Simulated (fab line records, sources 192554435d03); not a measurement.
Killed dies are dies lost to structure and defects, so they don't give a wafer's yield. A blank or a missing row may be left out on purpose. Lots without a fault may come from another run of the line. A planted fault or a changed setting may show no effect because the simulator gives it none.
Chamber matching | flow n5_finfet | N5_GATE_CUT_PECVD_57 on pecvd-03: 3 sister chambers
The step deposits SiNx from SiH4/NH3/N2, target thk 21 nm. 20 wafers are shown with their chamber, then 10 later ones without.

WAFERS WITH THEIR CHAMBER
wafer  | chamber | throttle_valve_pct (%) | showerhead_plenum_p_Torr (Torr) | heater_power_w (W)
L074.1 | 2       | 42.2                   | 5.06                            | 751
L074.4 | 1       | 38.6                   | 5.07                            | 801
L074.6 | 0       | 40.7                   | 5.12                            | 785
L077.1 | 1       | 38.6                   | 5.06                            | 668
L077.4 | 1       | 38.7                   | 5.08                            | 689
L077.5 | 1       | 38.5                   | 5.06                            | 671
L078.1 | 1       | 38.6                   | 5.07                            | 785
L078.4 | 0       | 40.7                   | 5.13                            | 709
L078.6 | 0       | 40.4                   | 5.14                            | 692
L079.4 | 1       | 38.7                   | 5.06                            | 670
L079.5 | 2       | 42.2                   | 5.04                            | 737
L079.6 | 1       | 39.0                   | 5.06                            | 669
L081.1 | 1       | 38.4                   | 5.07                            | 796
L081.4 | 2       | 42.5                   | 5.05                            | 738
L081.5 | 0       | 40.8                   | 5.13                            | 764
L083.1 | 1       | 38.8                   | 5.07                            | 776
L083.4 | 0       | 40.8                   | 5.12                            | 736
L083.6 | 2       | 42.4                   | 5.05                            | 693
L084.2 | 0       | 40.6                   | 5.14                            | 648
L084.3 | 2       | 42.2                   | 5.06                            | 683

SIGNATURES (means of the wafers above)
reading                  | chamber 0 | chamber 1 | chamber 2 | scatter within a chamber
throttle_valve_pct       | 40.667    | 38.656    | 42.300    | 0.16
showerhead_plenum_p_Torr | 5.1300    | 5.0667    | 5.0520    | 0.00797
heater_power_w           | 722.33    | 725.00    | 720.40    | 52.5
Rule: a wafer's distance from a chamber is the root of the sum, over the readings, of the square of ((its reading less the chamber's mean) divided by the reading's scatter). The wafer belongs to the nearest chamber; if the next one is less than 2 further off, it can't be placed. The scatter: the root of (the sum of the squares of (reading less its chamber's mean) over the shown wafers, divided by (wafers less chambers)).

WAFERS WITHOUT THEIR CHAMBER
wafer  | throttle_valve_pct (%) | showerhead_plenum_p_Torr (Torr) | heater_power_w (W)
L084.5 | 42.2                   | 5.06                            | 673
L087.4 | 41.0                   | 5.13                            | 681
L087.5 | 38.1                   | 5.06                            | 782
L087.6 | 42.3                   | 5.04                            | 749
L092.2 | 41.1                   | 5.13                            | 745
L092.4 | 40.8                   | 5.13                            | 747
L092.5 | 42.4                   | 5.06                            | 761
L094.2 | 38.7                   | 5.07                            | 760
L094.4 | 38.7                   | 5.07                            | 785
L094.5 | 41.1                   | 5.12                            | 766

WHICH CHAMBER EACH WENT THROUGH
wafer  | from the rows above | in truth
L084.5 | 2                   | 2
L087.4 | 0                   | 0
L087.5 | 1                   | 1
L087.6 | 2                   | 2
L092.2 | 0                   | 0
L092.4 | 0                   | 0
L092.5 | 2                   | 2
L094.2 | 1                   | 1
L094.4 | 1                   | 1
L094.5 | 0                   | 0
Placed correctly: 10 of 10. Can't be placed from these rows: 0. Placed wrongly: 0.
